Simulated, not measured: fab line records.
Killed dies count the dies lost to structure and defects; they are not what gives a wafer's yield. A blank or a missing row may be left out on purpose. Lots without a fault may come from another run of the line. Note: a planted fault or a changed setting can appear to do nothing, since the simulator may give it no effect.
Chamber matching / flow nandHarc / NHARC_A_WL_FILL_ALD_02 on aldMetal-01 has 4 sister chambers
The step deposits TiN, target thk 2 nm, pulse time 3 s, ald cycles 100. 18 wafers are shown with their chamber, then 9 later ones without.

## WAFERS WITH THEIR CHAMBER
wafer=L074.4; chamber=0; heaterPowerW (W)=1116; precursorPulseHeightRel=1.028
wafer=L074.5; chamber=2; heaterPowerW (W)=1059; precursorPulseHeightRel=1.012
wafer=L074.6; chamber=1; heaterPowerW (W)=1111; precursorPulseHeightRel=0.994
wafer=L075.2; chamber=2; heaterPowerW (W)=1079; precursorPulseHeightRel=0.977
wafer=L075.4; chamber=1; heaterPowerW (W)=1090; precursorPulseHeightRel=1.028
wafer=L075.6; chamber=3; heaterPowerW (W)=1233; precursorPulseHeightRel=0.975
wafer=L080.2; chamber=1; heaterPowerW (W)=1087; precursorPulseHeightRel=1.005
wafer=L080.3; chamber=3; heaterPowerW (W)=1220; precursorPulseHeightRel=1.010
wafer=L080.6; chamber=2; heaterPowerW (W)=1100; precursorPulseHeightRel=0.988
wafer=L083.1; chamber=2; heaterPowerW (W)=1112; precursorPulseHeightRel=0.985
wafer=L083.2; chamber=1; heaterPowerW (W)=1079; precursorPulseHeightRel=1.003
wafer=L083.5; chamber=0; heaterPowerW (W)=1088; precursorPulseHeightRel=0.999
wafer=L087.1; chamber=0; heaterPowerW (W)=1088; precursorPulseHeightRel=0.989
wafer=L087.4; chamber=2; heaterPowerW (W)=1087; precursorPulseHeightRel=1.001
wafer=L087.5; chamber=2; heaterPowerW (W)=1102; precursorPulseHeightRel=1.013
wafer=L088.2; chamber=2; heaterPowerW (W)=1083; precursorPulseHeightRel=0.960
wafer=L088.4; chamber=3; heaterPowerW (W)=1223; precursorPulseHeightRel=1.037
wafer=L088.5; chamber=2; heaterPowerW (W)=1060; precursorPulseHeightRel=1.007

SIGNATURES (means of the wafers above)
reading=heaterPowerW; chamber 0=1097.33; chamber 1=1091.75; chamber 2=1085.25; chamber 3=1225.33; scatter within a chamber=16.4
reading=precursorPulseHeightRel; chamber 0=1.00533; chamber 1=1.00750; chamber 2=0.99287; chamber 3=1.00733; scatter within a chamber=0.0204
Rule: a wafer lies at a distance from a chamber equal to the root of the sum of squares, over the readings, of (its reading less the chamber's mean, divided by the reading's scatter). The wafer belongs to the nearest chamber; if the next one is less than 2 further off, it can't be placed. The scatter: take each reading less its chamber's mean, square it, sum over the shown wafers, divide by the number of wafers less the number of chambers, and take the root.

## WAFERS WHOSE CHAMBER IS MISSING
wafer=L089.1; heaterPowerW (W)=1073; precursorPulseHeightRel=0.999
wafer=L089.4; heaterPowerW (W)=1225; precursorPulseHeightRel=1.011
wafer=L089.5; heaterPowerW (W)=1125; precursorPulseHeightRel=0.954
wafer=L091.4; heaterPowerW (W)=1056; precursorPulseHeightRel=0.976
wafer=L091.5; heaterPowerW (W)=1222; precursorPulseHeightRel=0.994
wafer=L091.6; heaterPowerW (W)=1089; precursorPulseHeightRel=0.982
wafer=L097.1; heaterPowerW (W)=1109; precursorPulseHeightRel=1.014
wafer=L097.3; heaterPowerW (W)=1243; precursorPulseHeightRel=0.995
wafer=L097.5; heaterPowerW (W)=1225; precursorPulseHeightRel=1.017

## EACH ONE'S CHAMBER
wafer=L089.1; from the rows above=can't be placed: 2 or 1 or 0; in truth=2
wafer=L089.4; from the rows above=3; in truth=3
wafer=L089.5; from the rows above=can't be placed: 0 or 2 or 1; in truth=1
wafer=L091.4; from the rows above=can't be placed: 2 or 1 or 0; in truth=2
wafer=L091.5; from the rows above=3; in truth=3
wafer=L091.6; from the rows above=can't be placed: 2 or 0 or 1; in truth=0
wafer=L097.1; from the rows above=can't be placed: 0 or 1 or 2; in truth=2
wafer=L097.3; from the rows above=3; in truth=3
wafer=L097.5; from the rows above=3; in truth=3
Correct placement for 4 of the 9. These rows do not allow placing 5 (true chamber among the candidates in 5). 0 placed wrongly.
